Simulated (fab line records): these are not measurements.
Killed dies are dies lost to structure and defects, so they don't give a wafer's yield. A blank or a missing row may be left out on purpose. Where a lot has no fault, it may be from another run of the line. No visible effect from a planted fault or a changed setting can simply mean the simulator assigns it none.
fab line records	flow n5Finfet
record lots=6	wafers=18	lastDay=17
route steps=1938 shown BEOL_M3@960 BEOL_M4@1111 PASSIVATION@1936
lots that met no fault: from a run of the same line without faults
startH: the number of hours between the record's first day and the start of the first shown wafer of the lot	waitH: hours since the lot's step before	" unchanged from the row above	L1.1+2: a single row standing in for several wafers	- no value, or no start given	* or withheld: withheld	< > ~ a bound
route shown NAME@n: NAME is a module with steps in the file, n the number in the route of the first one	usual: mean/standard deviation of fault-free wafers	same: alike in all rows	chamber/n: place in a boat	sites: the reading at each site	_std_site: standard deviation across them	_edge_site: mean of outer sites minus mean of inner sites	radiusMm: how far each site lies from the wafer's centre	mask NAME#n: copy n	behind: tool/chamber where the wafer was last shaped	hold: the reason the lot was held/the length of the hold in hours/how it ended	device: whichever transistor did not switch (one of n, p or np)	end of line: tests of these same wafers at the route's end	where a step has no rows: the recipe by itself	killed: dies that structure and defects cost at the first sort, which is not the same as the wafer's yield	map: a wafer's dies, x killed, . not, _ none there
set.NAME: the setting that was run; set.NAME@STEP: the one run at that earlier step	model.NAME: the simulator's own value behind a step, which no gauge read
lots at some steps of the route; a table a step, a row a wafer
services: from which hour (startH, from the record's first day; less than 0 if before it) a tool's chamber was out of use, for how many hours, and why
## steps
# step N5_BEOL_M3_COAT_22
# recipe resist=CAR-EUV	spinRpm=1500	resistThkNm=30
# step N5_BEOL_M3_EBR_24
# recipe solvent=PGMEA	ebrWidthMm=1.5
# step N5_BEOL_M3_SOFTBAKE_23
# recipe tempC=110	timeS=60	resist=CAR-EUV
# step N5_BEOL_M3_EXPOSE_25
# recipe maskId=V2	na=0.33	sourceShape=quasar	sigmaInner=0.2	sigmaOuter=0.8	polarization=unpolarized	defocusNm=5	doseMj=63
# step N5_BEOL_M3_PEB_26
# recipe pebTempC=100	pebTimeS=60	resist=CAR-EUV
# step N5_BEOL_M3_DEVELOP_27
# recipe developTimeS=30	developer=TMAH	resist=CAR-EUV	rinseLiquid=surfactantRinse	dry=airSpin	devTempC=23
# step N5_BEOL_M3_CD_MEAS_28
# recipe targetCdNm=25.7	landingEnergyEv=500	detector=seInlens	targetCdYNm=23.3	polarity=opening
# usual cdNm=25.72/0.26
lot.wafer	tool	chamber	startH	waitH	cdNm
L289.2	cdSem-02	0	170.16	-	25.58
L289.3	"	0	"	"	25.84
L289.5	"	0	"	"	25.90
L291.1	cdSem-02	0	174.08	-	25.54
L291.3	"	0	"	"	25.92
L291.6	"	0	"	"	25.15
L290.1	cdSem-03	0	174.83	-	25.79
L290.3	"	0	"	"	26.03
L290.5	"	0	"	"	26.01
L301.1	cdSem-01	0	240.70	-	25.37
L301.3	"	0	"	"	25.52
L301.5	"	0	"	"	25.84
L306.1	cdSem-02	0	274.55	-	25.70
L306.3	"	0	"	"	25.56
L306.4	"	0	"	"	25.64
L308.1	cdSem-02	0	288.00	-	25.73
L308.3	"	0	"	"	26.03
L308.4	"	0	"	"	25.82
# step N5_BEOL_M3_OVL_MEAS_29
# recipe pointsPerWafer=522
# usual V2_OVL=-0.2/0.56
# same pointsPerWafer=522
lot.wafer	tool	chamber	startH	waitH	V2_OVL[nm]
L289.2	overlay-01	0	170.19	0.0	-0.9
L289.3	"	0	"	"	0.2
L289.5	"	0	"	"	-0.8
L291.1	overlay-01	0	174.11	0.0	0.0
L291.3	"	0	"	"	-0.6
L291.6	"	0	"	"	-0.1
L290.1	overlay-02	0	174.86	0.0	-0.6
L290.3	"	0	"	"	-1.6
L290.5	"	0	"	"	-0.7
L301.1	overlay-02	0	240.73	0.0	1.0
L301.3	"	0	"	"	-1.0
L301.5	"	0	"	"	0.4
L306.1	overlay-01	0	274.58	0.0	0.2
L306.3	"	0	"	"	-0.5
L306.4	"	0	"	"	-0.1
L308.1	overlay-02	0	288.03	0.0	-0.1
L308.3	"	0	"	"	0.2
L308.4	"	0	"	"	-0.1
# step N5_BEOL_M3_INSPECT_30
# recipe mode=adi	inspectInstrument=brightfield
# usual rawDefectCount=445/100
lot.wafer	tool	chamber	startH	waitH	rawDefectCount
L289.2	defectInspect-02	-	170.25	0.0	450
L289.3	"	-	"	"	452
L289.5	"	-	"	"	546
L291.1	defectInspect-02	-	174.17	0.1	484
L291.3	"	-	"	"	478
L291.6	"	-	"	"	332
L290.1	defectInspect-02	-	174.92	0.1	581
L290.3	"	-	"	"	404
L290.5	"	-	"	"	444
L301.1	defectInspect-02	-	240.78	0.1	467
L301.3	"	-	"	"	529
L301.5	"	-	"	"	568
L306.1	defectInspect-02	-	274.64	0.1	300
L306.3	"	-	"	"	375
L306.4	"	-	"	"	378
L308.1	defectInspect-01	-	288.09	0.1	353
L308.3	"	-	"	"	322
L308.4	"	-	"	"	331
# step N5_BEOL_M3_DESCUM_33
# recipe chemistry=O2	timeS=7	sourcePowerW=50	biasPowerW=20	pressureMtorr=20	rfFrequencyHz=2.712e+07	tempC=40	resist=CAR-EUV	o2FlowSccm=225
# usual drypumpMotorCurrentA=5.9/0.33	oesProductAu=0.80/0.092	rfVppV=243.4/1.3	showerheadPlenumPTorr=2.10/0.064	throttleValvePct=20.40/0.19
lot.wafer	tool	chamber	startH	waitH	drypumpMotorCurrentA	oesProductAu	rfHoursCounterH	rfVppV	showerheadPlenumPTorr	throttleValvePct
L289.2	rieDiel-05	2	170.28	0.0	5.7	0.89	38	242.4	2.07	20.40
L289.3	"	3	"	"	6.1	0.75	177	243.8	2.15	20.38
L289.5	"	0	"	"	5.5	0.76	-	243.2	2.06	20.44
L291.1	rieDiel-01	0	174.21	0.0	6.1	0.98	3	243.3	2.13	19.98
L291.3	"	2	"	"	5.6	0.91	27	243.7	2.11	20.05
L291.6	"	1	"	"	6.2	0.77	-	244.7	2.07	20.06
L290.1	rieDiel-02	0	174.95	0.0	5.5	0.72	185	242.3	2.16	20.45
L290.3	"	2	"	"	6.1	0.67	249	241.9	1.99	20.73
L290.5	"	2	"	"	6.1	0.67	-	241.5	1.99	20.73
L301.1	rieDiel-01	2	240.90	0.1	5.6	0.86	48	243.9	2.11	20.08
L301.3	"	1	"	"	6.2	0.77	147	243.1	2.07	20.09
L301.5	"	2	"	"	5.5	0.87	-	243.9	2.11	20.07
L306.1	rieDiel-02	0	274.68	0.0	5.6	0.70	214	244.2	2.15	20.51
L306.3	"	2	"	"	6.1	0.91	24	245.7	2.24	20.40
L306.4	"	3	"	"	6.1	0.90	33	242.7	2.12	20.52
L308.1	rieDiel-02	3	288.12	0.0	6.1	0.92	37	243.6	2.12	20.50
L308.3	"	1	"	"	6.5	0.71	204	243.8	2.03	20.34
L308.4	"	2	"	"	6.2	0.90	28	245.8	2.24	20.40
# step N5_BEOL_M3_ETCH_77
# recipe chemistry=N2/H2	target=underlayer	targetDepthA=65	maskMaterial=CAR-EUV	timeS=5.2	ionEnergyEv=200	pressureMtorr=30	sourceW=840	biasW=150	n2FlowSccm=200	h2FlowSccm=200	ends=cleared
# usual drypumpMotorCurrentA=5.9/0.33	etchRfOnTimeS=5.18/0.16	oesProductAu=0.68/0.081	rfVppV=524.3/2.6	showerheadPlenumPTorr=2.57/0.081	throttleValvePct=17.94/0.22
lot.wafer	tool	chamber	startH	waitH	drypumpMotorCurrentA	etchRfOnTimeS	oesProductAu	rfHoursCounterH	rfVppV	showerheadPlenumPTorr	throttleValvePct
L289.2	rieDiel-05	2	170.31	0.0	5.7	5.01	0.76	38	519.6	2.48	17.70
L289.3	"	3	"	"	6.1	5.23	0.63	177	525.4	2.63	17.88
L289.5	"	0	"	"	5.6	5.32	0.63	-	523.2	2.54	18.08
L291.1	rieDiel-01	0	174.24	0.0	6.1	4.96	0.82	3	528.0	2.62	17.55
L291.3	"	2	"	"	5.6	5.15	0.77	27	524.9	2.59	17.61
L291.6	"	1	"	"	6.2	5.09	0.67	-	523.7	2.55	17.68
L290.1	rieDiel-02	0	174.99	0.0	5.6	5.29	0.62	185	525.1	2.65	18.02
L290.3	"	2	"	"	6.1	5.30	0.56	249	518.8	2.43	18.38
L290.5	"	2	"	"	6.1	5.30	0.57	-	517.9	2.43	18.38
L301.1	rieDiel-01	2	240.94	0.0	5.6	5.22	0.75	48	523.5	2.59	17.62
L301.3	"	1	"	"	6.2	5.12	0.65	147	525.6	2.54	17.69
L301.5	"	2	"	"	5.6	5.16	0.73	-	523.7	2.59	17.64
L306.1	rieDiel-02	0	274.71	0.0	5.6	5.34	0.59	214	526.8	2.64	18.09
L306.3	"	2	"	"	6.2	5.07	0.77	24	529.3	2.74	17.99
L306.4	"	3	"	"	6.1	5.06	0.79	33	526.5	2.57	17.82
L308.1	rieDiel-02	3	288.15	0.0	6.1	5.00	0.77	37	525.2	2.57	17.81
L308.3	"	1	"	"	6.5	5.40	0.60	204	523.8	2.53	18.06
L308.4	"	2	"	"	6.1	5.07	0.77	28	528.6	2.74	18.02
# step N5_BEOL_M3_ETCH_69
# recipe chemistry=CF4	target=SiARC	targetDepthA=156	maskMaterial=CAR-EUV	timeS=26	ionEnergyEv=80	pressureMtorr=40	sourceW=545	biasW=36	Ar_flow_sccm=100	cf4FlowSccm=100	ends=cleared
# usual drypumpMotorCurrentA=5.9/0.33	etchRfOnTimeS=25.7/0.75	oesProductAu=0.68/0.081	rfVppV=184.4/1.1	showerheadPlenumPTorr=2.15/0.065	throttleValvePct=15.61/0.21
lot.wafer	tool	chamber	startH	waitH	drypumpMotorCurrentA	etchRfOnTimeS	oesProductAu	rfHoursCounterH	rfVppV	showerheadPlenumPTorr	throttleValvePct
L289.2	rieDiel-05	2	170.33	0.0	5.7	25.2	0.76	38	184.7	2.10	15.32
L289.3	"	3	"	"	6.1	26.0	0.63	177	186.5	2.20	15.63
L289.5	"	0	"	"	5.5	26.6	0.63	-	185.1	2.12	15.76
L291.1	rieDiel-01	0	174.26	0.0	6.1	25.4	0.82	3	185.3	2.18	15.15
L291.3	"	2	"	"	5.6	26.2	0.77	27	184.1	2.18	15.29
L291.6	"	1	"	"	6.2	25.7	0.66	-	182.8	2.13	15.38
L290.1	rieDiel-02	0	175.00	0.0	5.6	25.8	0.62	185	185.1	2.20	15.69
L290.3	"	2	"	"	6.1	25.9	0.57	249	182.1	2.03	15.91
L290.5	"	2	"	"	6.1	26.0	0.57	-	182.9	2.03	15.91
L301.1	rieDiel-01	2	240.95	0.0	5.6	26.0	0.74	48	184.0	2.17	15.31
L301.3	"	1	"	"	6.2	25.4	0.66	147	184.5	2.13	15.44
L301.5	"	2	"	"	5.5	26.3	0.73	-	183.8	2.17	15.33
L306.1	rieDiel-02	0	274.73	0.0	5.6	26.4	0.60	214	184.7	2.19	15.74
L306.3	"	2	"	"	6.1	25.1	0.78	24	186.2	2.28	15.44
L306.4	"	3	"	"	6.1	25.1	0.78	33	184.4	2.20	15.85
L308.1	rieDiel-02	3	288.17	0.0	6.1	24.9	0.78	37	186.0	2.20	15.85
L308.3	"	1	"	"	6.5	26.8	0.60	204	183.7	2.11	15.79
L308.4	"	2	"	"	6.1	24.9	0.77	28	186.8	2.28	15.47
# step N5_BEOL_M3_ALD_98
# recipe material=SiO2	targetThkA=25	tempC=100	aldPrecursorFamily=BDEAS	aldCoReactant=O2-plasma	pulseTimeS=1	coReactantPulseTimeS=1	purgeTimeS=2	coReactantPurgeTimeS=2	aldCycles=17	pressureTorr=2
# usual heaterPowerW=78/12	precursorPulseHeightRel=0.999/0.022	susceptorTempC=100.01/0.12
lot.wafer	tool	chamber	startH	waitH	heaterPowerW	precursorPulseHeightRel	susceptorTempC
L289.2	aldSin-03	1	170.41	0.1	86	1.011	100.05
L289.3	"	2	"	"	70	1.021	99.89
L289.5	"	2	"	"	72	0.986	99.91
L291.1	aldSin-03	1	174.34	0.1	83	1.035	98.36
L291.3	"	2	"	"	73	1.028	100.13
L291.6	"	0	"	"	64	0.977	100.14
L290.1	aldSin-03	2	175.09	0.1	71	0.980	100.07
L290.3	"	1	"	"	82	1.019	98.57
L290.5	"	0	"	"	64	1.025	100.13
L301.1	aldSin-04	3	241.03	0.1	61	0.995	99.76
L301.3	"	0	"	"	103	0.999	99.99
L301.5	"	1	"	"	72	1.017	99.89
L306.1	aldSin-04	2	274.94	0.2	81	0.994	99.84
L306.3	"	3	"	"	60	0.964	100.02
L306.4	"	0	"	"	105	0.985	100.10
L308.1	aldSin-03	2	288.47	0.3	71	0.976	99.91
L308.3	"	0	"	"	65	1.022	100.16
L308.4	"	3	"	"	81	1.000	99.85
# step N5_BEOL_M3_ETCHBACK_99
# recipe chemistry=CHF3	target=SiO2	targetDepthA=50	timeS=10.4	sourceW=215	biasW=47	Ar_flow_sccm=200	CHF3_flow_sccm=12	ionEnergyEv=100	pressureMtorr=30
# usual drypumpMotorCurrentA=6.0/0.34	oes_f_703_au=0.82/0.1	oesProductAu=0.81/0.099	rfVppV=237/6.7	showerheadPlenumPTorr=2.16/0.069	throttleValvePct=17.05/0.19
lot.wafer	tool	chamber	startH	waitH	drypumpMotorCurrentA	oes_f_703_au	oesProductAu	rfHoursCounterH	rfVppV	showerheadPlenumPTorr	throttleValvePct
L289.2	rieDiel-01	2	171.00	0.5	5.6	0.92	0.91	26	244	2.20	16.83
L289.3	"	1	"	"	6.2	0.79	0.79	126	241	2.16	16.91
L289.5	"	2	"	"	5.6	0.92	0.92	-	242	2.20	16.82
L290.1	rieDiel-05	1	180.05	4.9	5.5	0.79	0.78	144	237	2.04	17.14
L290.3	"	0	"	"	5.5	0.71	0.72	196	255	2.12	17.20
L290.5	"	1	"	"	5.5	0.79	0.79	-	237	2.04	17.13
L291.1	rieDiel-02	3	180.05	5.7	6.1	1.03	1.01	2	232	2.21	17.20
L291.3	"	3	"	"	6.1	1.04	1.01	-	230	2.21	17.20
L291.6	"	3	"	"	6.1	1.03	1.01	-	230	2.21	17.22
L301.1	rieDiel-02	1	257.68	16.6	6.5	0.73	0.70	196	235	2.13	17.27
L301.3	"	2	"	"	6.1	0.94	0.92	17	238	2.27	16.76
L301.5	"	2	"	"	6.1	0.94	0.92	-	240	2.27	16.77
L306.1	rieDiel-02	0	278.19	3.2	5.6	0.71	0.70	214	232	2.20	17.13
L306.3	"	2	"	"	6.1	0.92	0.91	25	238	2.27	16.78
L306.4	"	1	"	"	6.5	0.73	0.71	201	235	2.13	17.25
L308.1	rieDiel-02	0	289.07	0.5	5.6	0.70	0.70	217	231	2.20	17.14
L308.3	"	3	"	"	6.1	0.92	0.90	37	231	2.20	17.27
L308.4	"	2	"	"	6.2	0.91	0.90	28	238	2.26	16.78
# step N5_BEOL_M4_RC_MEAS_101
# usual DIBL_N=37.5/1.9	DIBL_P=37.3/2.4	IOFF_N=0.18/0.038	IOFF_P=0.23/0.045	ION_N=677/11	ION_P=464/8.1	SS_N=72.0/0.68	SS_P=73.5/0.77	VT_N=249/3.3	VT_P=-249/3.6
lot.wafer	tool	chamber	startH	waitH	DIBL_N[mV/V]	DIBL_P[mV/V]	IOFF_N[nA/um]	IOFF_P[nA/um]	ION_N[uA/um]	ION_P[uA/um]	SS_N[mV/dec]	SS_P[mV/dec]	VT_N[mV]	VT_P[mV]
L289.2	prober-02	0	188.40	0.2	39.6	37.7	0.21	0.21	672	455	72.4	72.7	248	-254
L289.3	"	0	"	"	34.8	34.8	0.12	0.18	670	465	71.1	72.1	253	-254
L289.5	"	0	"	"	38.3	39.5	0.17	0.24	674	463	72.7	73.7	249	-250
L291.1	prober-01	0	192.86	0.0	32.4	31.8	0.09	0.13	658	455	70.8	72.0	258	-256
L291.3	"	0	"	"	35.6	36.2	0.14	0.17	677	449	71.6	73.2	253	-258
L291.6	"	0	"	"	39.0	38.2	0.21	0.18	686	452	72.7	74.0	249	-257
L290.1	prober-01	0	195.74	0.0	40.0	39.2	0.23	0.31	686	469	71.8	74.0	245	-245
L290.3	"	0	"	"	37.8	37.0	0.19	0.25	692	471	71.0	73.4	248	-246
L290.5	"	0	"	"	36.3	35.2	0.15	0.23	685	474	70.9	73.3	249	-250
L301.1	prober-01	0	273.54	0.0	42.7	40.1	0.26	0.27	694	468	73.1	74.8	245	-247
L301.3	"	0	"	"	38.8	35.4	0.18	0.20	679	459	72.7	73.6	248	-249
L301.5	"	0	"	"	39.9	36.7	0.21	0.22	684	462	73.8	74.0	248	-251
L306.1	prober-01	0	298.39	0.0	37.8	36.8	0.19	0.25	676	465	72.2	74.0	249	-248
L306.3	"	0	"	"	34.4	32.8	0.14	0.19	676	471	71.4	72.0	252	-250
L306.4	"	0	"	"	40.5	40.1	0.26	0.31	683	470	73.5	74.0	244	-245
L308.1	prober-02	0	307.83	0.0	38.2	37.7	0.18	0.24	672	461	71.5	73.0	250	-248
L308.3	"	0	"	"	39.7	39.7	0.22	0.29	684	474	72.2	74.1	246	-245
L308.4	"	0	"	"	36.5	34.3	0.14	0.19	650	451	71.6	72.7	254	-252
# step N5_PASSIVATION_PROBE_49
# usual defectLimitedYield=91.2/1.5	killed_at_M0_to_M3=31/10	killed_at_M4_up=15/5.9	killedAtContacts=13/6	killedAtFrontEnd=41/11	killedAtOther=4/3.1	killedDies=104/18	killedOpen=68/13	killedShort=33/8.1	sort_bin_4_leakage=0.00/0.03	sort_bin_5_function=5.1/1.1	sort_bin_6_memory=3.2/0.69	sortNPass=1076/18	sortYieldPct=91.2/1.5
# same grossDies=1180	killedAtBackSide=0	sort_bin_8_speed[%]=0
lot.wafer	tool	chamber	startH	waitH	defectLimitedYield[%]	killed_at_M0_to_M3	killed_at_M4_up	killedAtContacts	killedAtFrontEnd	killedAtOther	killedDies	killedOpen	killedShort	sort_bin_4_leakage[%]	sort_bin_5_function[%]	sort_bin_6_memory[%]	sortNPass	sortYieldPct[%]
L289.2	prober-01	-	290.30	0.1	91.7	19	17	17	40	5	98	69	27	0	3.7	4.4	1082	91.7
L289.3	prober-01	-	290.35	0.1	93.5	14	15	23	25	0	77	52	25	0	3.2	3.1	1103	93.5
L289.5	prober-01	-	290.45	0.2	91.2	18	12	18	53	3	104	75	28	0	4.7	3.7	1076	91.2
L291.1	prober-01	-	291.07	0.0	89.4	58	11	12	38	6	125	71	39	0	5.5	3.5	1055	89.4
L291.3	prober-01	-	291.17	0.1	90.2	49	15	12	30	10	116	69	45	0	5.7	3.6	1064	90.2
L291.6	prober-01	-	291.32	0.3	91.6	41	13	10	32	3	99	60	37	0	4.7	3.1	1081	91.6
L290.1	prober-01	-	295.38	0.0	90.7	36	10	12	49	3	110	78	30	0	5.5	3.4	1070	90.7
L290.3	prober-01	-	295.48	0.1	91.4	27	23	10	34	8	102	71	27	0	4.9	3.3	1078	91.4
L290.5	prober-01	-	295.58	0.2	91.8	35	10	20	30	2	97	72	21	0	5.3	2.6	1083	91.8
L301.1	prober-01	-	379.36	0.0	90.4	38	10	15	46	4	113	73	32	0	5.7	3.0	1067	90.4
L301.3	prober-01	-	379.46	0.1	91.5	29	16	11	42	2	100	65	30	0	4.5	3.2	1080	91.5
L301.5	prober-01	-	379.56	0.2	91.3	20	7	25	48	3	103	76	27	0	6.1	2.5	1077	91.3
L306.1	prober-01	-	394.36	0.0	90.4	20	13	24	52	4	113	71	31	0	4.7	4.1	1067	90.4
L306.3	prober-01	-	394.46	0.1	91.1	18	16	12	54	5	105	76	29	0	5.6	2.9	1075	91.1
L306.4	prober-01	-	394.51	0.2	93.2	16	13	7	43	1	80	54	25	0.25	4.0	2.3	1097	93.0
L308.1	prober-01	-	406.55	0.0	89.0	44	16	6	61	3	130	83	45	0	6.4	4.3	1050	89.0
L308.3	prober-01	-	406.65	0.1	89.7	30	17	19	46	9	121	81	38	0	6.2	3.6	1059	89.7
L308.4	prober-01	-	406.70	0.2	89.8	23	21	17	55	4	120	73	44	0	5.6	4.1	1060	89.8
# killed by level:class
L289.2 MOL_CONTACT_COAG:geometricParticle:open=12 FIN_SAQP:geometricParticle:short=11 FIN_SAQP:geometricParticle:open=9 STI_FIN_REVEAL:geometricParticle:open=8 BEOL_M2:geometricParticle:open=7 BEOL_M0_SAQP:geometricParticle:open=6 MOL_CONTACT_COAG:geometricParticle:short=4 BEOL_M4:geometricParticle:open=4
L289.3 MOL_CONTACT_COAG:geometricParticle:open=19 FIN_SAQP:geometricParticle:short=6 STI_FIN_REVEAL:geometricParticle:open=6 BEOL_M5:geometricParticle:open=6 FIN_SAQP:geometricParticle:open=4 STARTING-WAFER:geometricParticle:short=4 MOL_CONTACT_COAG:geometricParticle:short=4 BEOL_M0_SAQP:geometricParticle:short=4
L289.5 STI_FIN_REVEAL:geometricParticle:open=16 MOL_CONTACT_COAG:geometricParticle:open=14 FIN_SAQP:geometricParticle:short=10 DUMMY_GATE:geometricParticle:open=8 FIN_SAQP:geometricParticle:open=6 BEOL_M1:geometricParticle:open=5 BEOL_M5:geometricParticle:open=5 BEOL_M0_SAQP:geometricParticle:short=4
L291.1 BEOL_M0_SAQP:geometricParticle:short=14 HKMG_FIN:areaEtch=14 BEOL_M3:geometricParticle:open=10 BEOL_M0:geometricParticle:open=9 MOL_CONTACT_COAG:geometricParticle:open=8 STI_FIN_REVEAL:geometricParticle:open=7 BEOL_M0_SAQP:geometricParticle:open=7 BEOL_M2:geometricParticle:open=5
L291.3 BEOL_M0_SAQP:geometricParticle:open=12 BEOL_M0_SAQP:geometricParticle:short=12 MOL_CONTACT_COAG:geometricParticle:open=8 BEOL_M3:geometricParticle:open=8 BEOL_M4:geometricParticle:open=7 BEOL_M1:geometricParticle:open=6 BEOL_M3:geometricParticle:short=6 FIN_SAQP:geometricParticle:open=5
L291.6 BEOL_M0_SAQP:geometricParticle:short=10 BEOL_M0_SAQP:geometricParticle:open=8 STI_FIN_REVEAL:geometricParticle:open=7 MOL_CONTACT_COAG:geometricParticle:open=7 BEOL_M3:geometricParticle:open=7 BEOL_M2:geometricParticle:open=6 FIN_SAQP:geometricParticle:short=4 GATE_CUT:geometricParticle:short=4
L290.1 FIN_SAQP:geometricParticle:open=20 MOL_CONTACT_COAG:geometricParticle:open=10 BEOL_M0_SAQP:geometricParticle:open=9 BEOL_M1:geometricParticle:open=9 BEOL_M0_SAQP:geometricParticle:short=7 FIN_SAQP:geometricParticle:short=6 DUMMY_GATE:geometricParticle:open=5 BEOL_M2:geometricParticle:open=5
L290.3 BEOL_M4:geometricParticle:open=12 MOL_CONTACT_COAG:geometricParticle:open=8 FIN_SAQP:geometricParticle:open=7 BEOL_M1:geometricParticle:open=5 MIM_TOP_ETCH:geometricParticle:open=5 STARTING-WAFER:geometricParticle:short=5 DUMMY_GATE:geometricParticle:open=4 GATE_CUT:geometricParticle:open=4
L290.5 MOL_CONTACT_COAG:geometricParticle:open=18 BEOL_M3:geometricParticle:open=11 BEOL_M2:geometricParticle:open=9 FIN_SAQP:geometricParticle:open=6 BEOL_M0_SAQP:geometricParticle:open=6 BEOL_M4:geometricParticle:open=5 BEOL_M0_SAQP:geometricParticle:short=4 HKMG_FIN:areaEtch=4
L301.1 STI_FIN_REVEAL:geometricParticle:open=14 MOL_CONTACT_COAG:geometricParticle:open=13 FIN_SAQP:geometricParticle:short=7 BEOL_M1:geometricParticle:open=7 HKMG_FIN:areaEtch=7 BEOL_M0:geometricParticle:open=6 FIN_SAQP:geometricParticle:open=5 BEOL_M0_SAQP:geometricParticle:short=5
L301.3 BEOL_M3:geometricParticle:open=11 FIN_SAQP:geometricParticle:open=10 MOL_CONTACT_COAG:geometricParticle:open=10 BEOL_M2:geometricParticle:open=9 FIN_SAQP:geometricParticle:short=7 STI_FIN_REVEAL:geometricParticle:open=6 HKMG_FIN:areaEtch=5 BEOL_M5:geometricParticle:open=4
L301.5 MOL_CONTACT_COAG:geometricParticle:open=18 FIN_SAQP:geometricParticle:open=15 STI_FIN_REVEAL:geometricParticle:open=14 MOL_CONTACT_COAG:geometricParticle:short=7 BEOL_M1:geometricParticle:open=7 FIN_SAQP:geometricParticle:short=6 STI_FIN_REVEAL:geometricParticle:short=5 BEOL_M2:geometricParticle:open=3
L306.1 MOL_CONTACT_COAG:geometricParticle:open=20 FIN_SAQP:geometricParticle:open=14 HKMG_FIN:areaEtch=9 BEOL_M2:geometricParticle:open=6 BEOL_M6:geometricParticle:open=5 FIN_SAQP:geometricParticle:short=4 SPACER0:geometricParticle:open=4 STI_FIN_REVEAL:geometricParticle:open=4
L306.3 STI_FIN_REVEAL:geometricParticle:open=28 MOL_CONTACT_COAG:geometricParticle:open=11 STI_FIN_REVEAL:geometricParticle:short=6 BEOL_M5:geometricParticle:open=5 FIN_SAQP:geometricParticle:open=4 BEOL_M4:geometricParticle:open=4 BEOL_M1:geometricParticle:open=4 SPACER0:geometricParticle:short=3
L306.4 FIN_SAQP:geometricParticle:open=13 STI_FIN_REVEAL:geometricParticle:open=12 BEOL_M0_SAQP:geometricParticle:short=6 GATE_CUT:geometricParticle:short=4 MOL_CONTACT_COAG:geometricParticle:open=4 BEOL_M0_SAQP:geometricParticle:open=4 BEOL_M4:geometricParticle:open=4 BEOL_M6:geometricParticle:open=4
L308.1 STI_FIN_REVEAL:geometricParticle:open=15 BEOL_M0_SAQP:geometricParticle:short=11 BEOL_M3:geometricParticle:open=11 GATE_CUT:geometricParticle:open=9 BEOL_M0_SAQP:geometricParticle:open=8 FIN_SAQP:geometricParticle:short=7 BEOL_M4:geometricParticle:open=7 DUMMY_GATE:geometricParticle:open=6
L308.3 MOL_CONTACT_COAG:geometricParticle:open=15 BEOL_M1:geometricParticle:open=7 GATE_CUT:geometricParticle:open=7 DUMMY_GATE:geometricParticle:open=6 GATE_CUT:geometricParticle:short=6 BEOL_M3:geometricParticle:open=6 STARTING-WAFER:geometricParticle:short=6 FIN_SAQP:geometricParticle:open=5
L308.4 FIN_SAQP:geometricParticle:open=12 BEOL_M4:geometricParticle:open=11 FIN_SAQP:geometricParticle:short=9 MOL_CONTACT_COAG:geometricParticle:open=9 GATE_CUT:geometricParticle:open=8 GATE_CUT:geometricParticle:short=8 STI_FIN_REVEAL:geometricParticle:open=6 MOL_CONTACT_COAG:geometricParticle:short=6
## services
tool	chamber	startH	hours	kind
rieDiel-02	3	154.69	-	clean
rieDiel-02	3	154.69	-	consumableReplace:focusRing
rieDiel-02	3	154.69	18.8	scheduledDown
rieDiel-02	3	154.69	18.8	ventCycle
rieDiel-02	1	166.73	11.3	repair
rieDiel-01	-	169.77	0.6	repair
aldSin-03	1	175.80	1.8	repair
rieDiel-02	2	178.35	-	clean
rieDiel-02	2	178.35	-	consumableReplace:focusRing
rieDiel-02	2	178.35	-	consumableReplace:showerhead
rieDiel-02	2	178.35	19.3	scheduledDown
rieDiel-02	2	178.35	19.3	ventCycle
rieDiel-02	1	179.29	2.0	repair
rieDiel-02	0	186.27	8.8	repair
rieDiel-05	1	197.71	7.7	repair
aldSin-03	2	223.71	3.8	repair
aldSin-03	3	228.93	-	calibration
rieDiel-02	1	230.86	7.7	repair
aldSin-04	1	232.27	3.7	repair
rieDiel-02	2	237.49	1.5	repair
aldSin-03	-	259.52	0.9	repair
rieDiel-01	-	271.14	0.8	repair
aldSin-04	-	277.30	6.0	pm
## key
firstSign step=N5_BEOL_M3_ALD_98	reading=susceptorTempC	direction=down	sigmas=13	usual=*	struck=*
effect none on later readings
metAt N5_BEOL_M3_ALD_98
struckWafers L290.3,L291.1
baselineLoss step=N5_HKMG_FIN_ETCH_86	wafers=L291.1
onsetBetween 170.41 174.34
fault kind=processParameterDrift	tool=aldSin-03	chamber=1	onsetH=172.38	steps=N5_BEOL_M3_ALD_98	channel=tempC	offset=*	shape=step	endH=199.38	actsIn=*	stated=*
# baselineLoss: these wafers lose ten dies or more at that step, a loss of the line's own and not of a fault; the sort's usual values leave them out
